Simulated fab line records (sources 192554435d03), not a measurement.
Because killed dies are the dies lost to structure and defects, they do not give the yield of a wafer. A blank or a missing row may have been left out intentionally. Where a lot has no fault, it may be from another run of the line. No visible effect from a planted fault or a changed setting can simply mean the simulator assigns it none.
Which tool did it? || flow n5_finfet || Sampling: 11 lots, 33 wafers, 4 of 1938 route steps

## WHAT EACH GAUGE READ, for each wafer
N5_PASSIVATION_OVL_MEAS_63.
{"lot": "L951", "measured": "day 12 02:35", "on": "overlay-02", "PAD_OVL (nm)": "-7 -11 -4"}
{"lot": "L953", "measured": "day 12 11:30", "on": "overlay-01", "PAD_OVL (nm)": "-9 -6 -1"}
{"lot": "L956", "measured": "day 13 01:22", "on": "overlay-01", "PAD_OVL (nm)": "-6 -14 -3"}
{"lot": "L958", "measured": "day 13 12:48", "on": "overlay-01", "PAD_OVL (nm)": "-23 -11 -15"}
{"lot": "L959", "measured": "day 13 16:54", "on": "overlay-02", "PAD_OVL (nm)": "-10 -1 -12"}
{"lot": "L966", "measured": "day 15 18:37", "on": "overlay-01", "PAD_OVL (nm)": "-8 -4 -10"}
{"lot": "L968", "measured": "day 16 09:13", "on": "overlay-02", "PAD_OVL (nm)": "-3 -5 -7"}
{"lot": "L971", "measured": "day 17 02:43", "on": "overlay-02", "PAD_OVL (nm)": "1 4 2"}
{"lot": "L972", "measured": "day 17 08:46", "on": "overlay-01", "PAD_OVL (nm)": "-15 -11 -24"}
{"lot": "L973", "measured": "day 17 05:59", "on": "overlay-02", "PAD_OVL (nm)": "0 0 -9"}
{"lot": "L974", "measured": "day 18 09:11", "on": "overlay-01", "PAD_OVL (nm)": "-5 -6 -5"}

## WHICH TOOL RAN EACH LOT (tool, then ch and the chambers of the sampled wafers, then the start)
{"lot": "L951", "N5_GATE_CUT_VAPOR_ETCH_49": "rie_metal-01 ch 0,1, day 4 17:46", "N5_MIM_BOT_LITHO_DESCUM_10": "rie_diel-04 ch 0,2,3, day 11 22:58", "N5_MIM_BOT_ETCH_ETCH_03": "rie_metal-03 ch 0, day 11 23:07"}
{"lot": "L953", "N5_GATE_CUT_VAPOR_ETCH_49": "rie_metal-03 ch 0,1, day 5 05:43", "N5_MIM_BOT_LITHO_DESCUM_10": "rie_diel-04 ch 1,3, day 12 07:38", "N5_MIM_BOT_ETCH_ETCH_03": "rie_metal-02 ch 0,1, day 12 07:50"}
{"lot": "L956", "N5_GATE_CUT_VAPOR_ETCH_49": "rie_metal-02 ch 0,1, day 5 22:10", "N5_MIM_BOT_LITHO_DESCUM_10": "rie_diel-02 ch 0,1,2, day 12 20:19", "N5_MIM_BOT_ETCH_ETCH_03": "rie_metal-02 ch 0,1, day 12 20:30"}
{"lot": "L958", "N5_GATE_CUT_VAPOR_ETCH_49": "rie_metal-01 ch 0,1, day 6 11:34", "N5_MIM_BOT_LITHO_DESCUM_10": "rie_diel-04 ch 0,2,3, day 13 08:50", "N5_MIM_BOT_ETCH_ETCH_03": "rie_metal-03 ch 0,1, day 13 08:59"}
{"lot": "L959", "N5_GATE_CUT_VAPOR_ETCH_49": "rie_metal-01 ch 0,1, day 6 17:18", "N5_MIM_BOT_LITHO_DESCUM_10": "rie_diel-02 ch 0,3, day 13 13:29", "N5_MIM_BOT_ETCH_ETCH_03": "rie_metal-02 ch 0, day 13 13:39"}
{"lot": "L966", "N5_GATE_CUT_VAPOR_ETCH_49": "rie_metal-01 ch 1, day 8 09:23", "N5_MIM_BOT_LITHO_DESCUM_10": "rie_diel-04 ch 1,2, day 15 14:28", "N5_MIM_BOT_ETCH_ETCH_03": "rie_metal-03 ch 0,1, day 15 14:41"}
{"lot": "L968", "N5_GATE_CUT_VAPOR_ETCH_49": "rie_metal-01 ch 0,1, day 8 20:07", "N5_MIM_BOT_LITHO_DESCUM_10": "rie_diel-04 ch 0,1,2, day 16 05:27", "N5_MIM_BOT_ETCH_ETCH_03": "rie_metal-01 ch 0, day 16 05:36"}
{"lot": "L971", "N5_GATE_CUT_VAPOR_ETCH_49": "rie_metal-02 ch 0,1, day 9 13:25", "N5_MIM_BOT_LITHO_DESCUM_10": "rie_diel-04 ch 0,1,3, day 16 22:36", "N5_MIM_BOT_ETCH_ETCH_03": "rie_metal-01 ch 0, day 16 22:51"}
{"lot": "L972", "N5_GATE_CUT_VAPOR_ETCH_49": "rie_metal-02 ch 0,1, day 9 17:07", "N5_MIM_BOT_LITHO_DESCUM_10": "rie_diel-05 ch 0,2,3, day 17 03:40", "N5_MIM_BOT_ETCH_ETCH_03": "rie_metal-01 ch 0, day 17 03:50"}
{"lot": "L973", "N5_GATE_CUT_VAPOR_ETCH_49": "rie_metal-03 ch 0,1, day 9 21:55", "N5_MIM_BOT_LITHO_DESCUM_10": "rie_diel-04 ch 0,2,3, day 17 02:23", "N5_MIM_BOT_ETCH_ETCH_03": "rie_metal-03 ch 0,1, day 17 02:32"}
{"lot": "L974", "N5_GATE_CUT_VAPOR_ETCH_49": "rie_metal-03 ch 0,1, day 10 07:23", "N5_MIM_BOT_LITHO_DESCUM_10": "rie_diel-02 ch 0,2,3, day 18 05:18", "N5_MIM_BOT_ETCH_ETCH_03": "rie_metal-02 ch 0, day 18 05:33"}
- N5_GATE_CUT_VAPOR_ETCH_49: etches TiAlC in BCl3/Cl2.
- N5_MIM_BOT_LITHO_DESCUM_10: chemistry O2, time 7.9 s.
- N5_MIM_BOT_ETCH_ETCH_03: etches the open film in Cl2/BCl3, target depth 12 nm.

## THE ANSWER, worked out from the rows above alone
Rule: usual is defined by the lots themselves. Put in order of their means at a reading, lots are off if they are a third of the lots or fewer, leave a main group of 4 or more, and stand apart from it by a gap of 3 or more times the standard deviation of the main group's means; of several such gaps the widest counts. If all means in a main group match to the digits the tables above print for the reading, that group is not used. Also off: a lot with no number at a reading for which 4 or more lots have one. The other lots that the step has rows for count as sound.
None of the lots is off at any reading shown; this tells nothing.

## WHAT HAD BEEN PUT IN BY THE SIMULATOR
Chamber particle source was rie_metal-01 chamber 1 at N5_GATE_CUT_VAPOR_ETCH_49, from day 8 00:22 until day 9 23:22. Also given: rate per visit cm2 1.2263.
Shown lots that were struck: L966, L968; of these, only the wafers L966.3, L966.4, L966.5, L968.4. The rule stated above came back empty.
